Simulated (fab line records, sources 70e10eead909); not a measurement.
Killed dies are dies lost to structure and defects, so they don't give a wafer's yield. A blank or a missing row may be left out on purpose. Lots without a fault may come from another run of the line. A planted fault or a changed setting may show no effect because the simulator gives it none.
Which tool did it? | flow nand_harc | 6 lots, 18 wafers sampled, at 5 steps of a route of 1302

WHAT THE GAUGES READ, wafer by wafer
NHARC_END_SORT_01.
lot  | measured     | on        | killed_at_array
L234 | day 27 00:48 | prober-02 | 664 676 89

WHICH TOOL RAN EACH LOT (tool, then ch and the chambers of the sampled wafers, then the start)
lot  | NHARC_A_STAIRCASE_DESCUM_11        | NHARC_A_STAIRCASE_ETCH_19                     | NHARC_A_STAIRCASE_TRIM_22                     | NHARC_A_STAIRCASE_ETCH_27
L231 | rie_diel-08 ch 0,2,3, day 16 05:34 | rie_diel-08 ch 0,2,3, day 16 08:05 or earlier | rie_diel-01 ch 1,2, day 16 08:05 or earlier   | rie_diel-01 ch 0,2,3, day 16 08:05
L230 | rie_diel-01 ch 0,2,3, day 17 01:56 | rie_diel-01 ch 0,2, day 17 03:57 or earlier   | rie_diel-01 ch 1,2, day 17 03:57 or earlier   | rie_diel-01 ch 0,2,3, day 17 03:57
L234 | rie_diel-08 ch 0,1, day 18 11:07   | rie_diel-08 ch 0,2,3, day 18 13:07 or earlier | rie_diel-01 ch 0,3, day 18 13:07 or earlier   | rie_diel-01 ch 0,2, day 18 13:07
L245 | rie_diel-08 ch 2,3, day 21 18:19   | rie_diel-08 ch 0,1, day 21 22:34 or earlier   | rie_diel-08 ch 0,3, day 21 22:34 or earlier   | rie_diel-08 ch 0,2,3, day 21 22:34
L247 | rie_diel-01 ch 2,3, day 22 22:59   | rie_diel-01 ch 0,1,3, day 23 03:55 or earlier | rie_diel-01 ch 0,1, day 23 03:55 or earlier   | rie_diel-01 ch 0,1, day 23 03:55
L250 | rie_diel-08 ch 1,2,3, day 24 05:40 | rie_diel-08 ch 1,2,3, day 24 07:39 or earlier | rie_diel-01 ch 0,2,3, day 24 07:39 or earlier | rie_diel-01 ch 1,2,3, day 24 07:39
- NHARC_A_STAIRCASE_DESCUM_11: chemistry O2, time 3 s.
- NHARC_A_STAIRCASE_ETCH_19: etches the open film in C4F8/O2, target depth 100 nm, time 40.5 s.
- NHARC_A_STAIRCASE_TRIM_22: chemistry O2, time 211.2 s.
- NHARC_A_STAIRCASE_ETCH_27: etches the open film in C4F8/O2, target depth 100 nm, time 40.5 s.

THE ANSWER, worked out from the rows above alone
Rule: what is usual is taken from the lots themselves. Put in order of their means at a reading, lots are off if they are a third of the lots or fewer, leave a main group of 4 or more, and stand apart from it by a gap of 3 or more times the standard deviation of the main group's means; of several such gaps the widest counts. A main group whose means are all the same, to the digits that the tables above print for the reading, isn't used. A lot without any number at a reading at which 4 lots or more have one is off too. The other lots that the step has rows for count as sound.
No lot is off at any reading shown: from this, nothing can be told.

WHAT THE SIMULATOR HAD PUT IN
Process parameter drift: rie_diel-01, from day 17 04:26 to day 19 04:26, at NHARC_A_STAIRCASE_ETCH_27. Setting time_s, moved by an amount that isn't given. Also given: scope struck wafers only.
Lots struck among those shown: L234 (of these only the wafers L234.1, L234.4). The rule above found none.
